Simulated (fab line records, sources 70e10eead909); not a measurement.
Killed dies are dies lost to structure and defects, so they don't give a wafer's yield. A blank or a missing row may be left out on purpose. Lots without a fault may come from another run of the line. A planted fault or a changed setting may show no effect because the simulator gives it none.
A struck lot beside a sound one | flow nand_harc | 16 steps out of a route of 1159
Sound: wafers L268.3, L268.4, L268.5. Struck: wafers L260.1, L260.2, L260.4. The cause comes at the end.
At each step with rows: each side's tool, then ch and its chambers, then its first start. Under that, the readings that differ: sound wafers | struck wafers | difference of the means | sigmas: that difference in standard deviations of wafers without a fault.
alike: readings whose means differ by less than 2 such deviations, and words and numbers that are the same on both sides. not compared: withheld readings, readings that some wafer has no value for, bounds like >300 that may hide the same value, and numbers for which the record gives no deviation and whose values overlap.
The two part at a step that has a row with sigmas, a row that says differs or no value, or rows on one side only. Numbers that don't overlap but have no deviation are shown without sigmas and don't part them. A reading that every wafer of one side lacks parts them only if that side has two wafers or more.

NHARC_P_M2_PRE_CLEAN_30: time 30 s.
  sound on pvd_sputter-02; struck on pvd_sputter-01
  alike: heater_power_w
NHARC_P_M2_PVD_20: deposits TaN, target thk 5 nm, time 8.06 s.
  sound on pvd_sputter-02; struck on pvd_sputter-01
  alike: throttle_valve_pct
then, 4 steps without rows for these wafers: NHARC_P_M2_PVD_21 (deposits Cu, target thk 30 nm, time 20.49 s); NHARC_P_M2_ECD_22 (material Cu, target thk 400 nm); NHARC_P_M2_ANNEAL_31 (time 90 s); NHARC_P_M2_CMP_23 (polishes, t overpolish 20 s, target thk 144.3 nm).
NHARC_P_M2_THK_MEAS_24: measures by xrf.
  sound on film_metro-02, day 9 09:11; struck on film_metro-02, day 7 07:02
  alike: thk_nm
then, 1 step without rows for these wafers: NHARC_P_M2_SRD_25.
NHARC_P_M2_INSPECT_27:
  sound on defect_inspect-01, day 9 09:20; struck on defect_inspect-02, day 7 07:13
  alike: raw_defect_count
NHARC_P_M2_PRE_CLEAN_32: time 12 s.
  sound on pecvd-02 ch 0,1,2, day 9 09:25; struck on pecvd-02 ch 1,2, day 7 07:17
  alike: heater_power_w
NHARC_P_M2_DEP_33: deposits SiCN, target thk 30 nm.
  sound on pecvd-02 ch 0,1,2, day 9 09:31; struck on pecvd-02 ch 1,2, day 7 07:21
  alike: heater_power_w
NHARC_P_BONDPAD_DEP_00: deposits SiCN, target thk 250 nm.
  sound on pecvd-03 ch 0,1,2, day 9 09:58; struck on pecvd-01 ch 0,1, day 7 08:47
  alike: heater_power_w
NHARC_P_BONDPAD_CMP_32: polishes SiCN, target thk 200 nm.
  sound on cmp-04 ch 0,2, day 9 10:21; struck on cmp-04 ch 1,2,3, day 7 09:26
  alike: edge_zone_pressure_frac, motor_current_A
NHARC_P_BONDPAD_THK_MEAS_33: measures by ellipsometry.
  sound on film_metro-02, day 9 10:35; struck on film_metro-02, day 7 09:41
  alike: thk_nm
then, 1 step without rows for these wafers: NHARC_P_BONDPAD_SRD_34.
-- the record jumps here: 13 days lie between the struck wafers' starts before and after (it left off in module P_BONDPAD and takes up again in module END, whose first step shown is number 1159 of the route) --
NHARC_END_SORT_01:
  sound on prober-01 ch 0, day 22 07:31; struck on prober-01 ch 0, day 19 22:28
  alike: defect_limited_yield, killed_at_array, killed_at_other, killed_at_periphery, killed_dies, killed_open, killed_short, sort_bin_2_pct, sort_bin_3_pct, sort_bin_4_pct, sort_n_pass, sort_rim_yield_pct, sort_yield_pct

WHERE THEY PART
Nowhere in this record.

WHY: what the simulator had put in
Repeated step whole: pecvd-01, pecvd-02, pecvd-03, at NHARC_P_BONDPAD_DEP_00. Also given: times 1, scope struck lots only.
